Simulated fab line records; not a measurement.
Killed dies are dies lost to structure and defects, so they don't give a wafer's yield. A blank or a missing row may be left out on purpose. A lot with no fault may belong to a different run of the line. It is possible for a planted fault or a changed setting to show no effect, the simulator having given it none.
Matching of chambers :: flow nand-harc :: rie-diel-08 running NHARC_P_BONDPAD_DESCUM_11: 4 sister chambers
The step chemistry O2, time 3 s. 8 wafers are shown with their chamber, then 12 later ones without.

WAFERS WITH THEIR CHAMBER
wafer: L078.1
chamber: 1
drypump-motor-current-A (A): 5.3
oes-product-au (a.u.): 0.994

wafer: L079.2
chamber: 1
drypump-motor-current-A (A): 5.2
oes-product-au (a.u.): 0.998

wafer: L082.1
chamber: 3
drypump-motor-current-A (A): 6.4
oes-product-au (a.u.): 1.000

wafer: L085.4
chamber: 3
drypump-motor-current-A (A): 6.5
oes-product-au (a.u.): 0.999

wafer: L088.5
chamber: 0
drypump-motor-current-A (A): 5.5
oes-product-au (a.u.): 1.007

wafer: L090.1
chamber: 2
drypump-motor-current-A (A): 5.1
oes-product-au (a.u.): 0.999

wafer: L090.3
chamber: 0
drypump-motor-current-A (A): 5.5
oes-product-au (a.u.): 0.995

wafer: L090.6
chamber: 2
drypump-motor-current-A (A): 5.1
oes-product-au (a.u.): 1.010

WAFERS MISSING THEIR CHAMBER
wafer: L091.2
drypump-motor-current-A (A): 6.5
oes-product-au (a.u.): 1.000

wafer: L091.3
drypump-motor-current-A (A): 5.3
oes-product-au (a.u.): 1.006

wafer: L091.4
drypump-motor-current-A (A): 5.1
oes-product-au (a.u.): 1.001

wafer: L094.1
drypump-motor-current-A (A): 5.5
oes-product-au (a.u.): 0.997

wafer: L094.3
drypump-motor-current-A (A): 5.1
oes-product-au (a.u.): 1.000

wafer: L094.6
drypump-motor-current-A (A): 6.4
oes-product-au (a.u.): 1.011

wafer: L096.1
drypump-motor-current-A (A): 6.5
oes-product-au (a.u.): 0.993

wafer: L096.2
drypump-motor-current-A (A): 5.5
oes-product-au (a.u.): 0.991

wafer: L096.5
drypump-motor-current-A (A): 5.5
oes-product-au (a.u.): 0.996

wafer: L097.2
drypump-motor-current-A (A): 5.3
oes-product-au (a.u.): 1.011

wafer: L097.3
drypump-motor-current-A (A): 6.4
oes-product-au (a.u.): 1.004

wafer: L097.4
drypump-motor-current-A (A): 5.5
oes-product-au (a.u.): 1.009

THE CHAMBER EACH PASSED THROUGH
wafer: L091.2
from the rows above: 3
in truth: 3

wafer: L091.3
from the rows above: 1
in truth: 1

wafer: L091.4
from the rows above: 2
in truth: 2

wafer: L094.1
from the rows above: 0
in truth: 0

wafer: L094.3
from the rows above: 2
in truth: 2

wafer: L094.6
from the rows above: 3
in truth: 3

wafer: L096.1
from the rows above: 3
in truth: 3

wafer: L096.2
from the rows above: 0
in truth: 0

wafer: L096.5
from the rows above: 0
in truth: 0

wafer: L097.2
from the rows above: can't be placed: 1 or 2 or 0
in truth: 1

wafer: L097.3
from the rows above: 3
in truth: 3

wafer: L097.4
from the rows above: 0
in truth: 0
Placed correctly: 11 of 12. Can't be placed from these rows: 1 (the true chamber is among the candidates in 1). Wrongly placed: 0.
How it was worked out, from the rows above alone: a wafer's distance from a chamber is the root of the sum, over the readings, of the square of ((its reading less the chamber's mean) divided by the reading's scatter). If the next closest chamber is less than 2 further off than the closest, the wafer can't be placed; otherwise it belongs to the closest. A chamber's mean is the mean of its shown wafers. The scatter: the root of (the sum of the squares of (reading less its chamber's mean) over the shown wafers, divided by (wafers less chambers)).
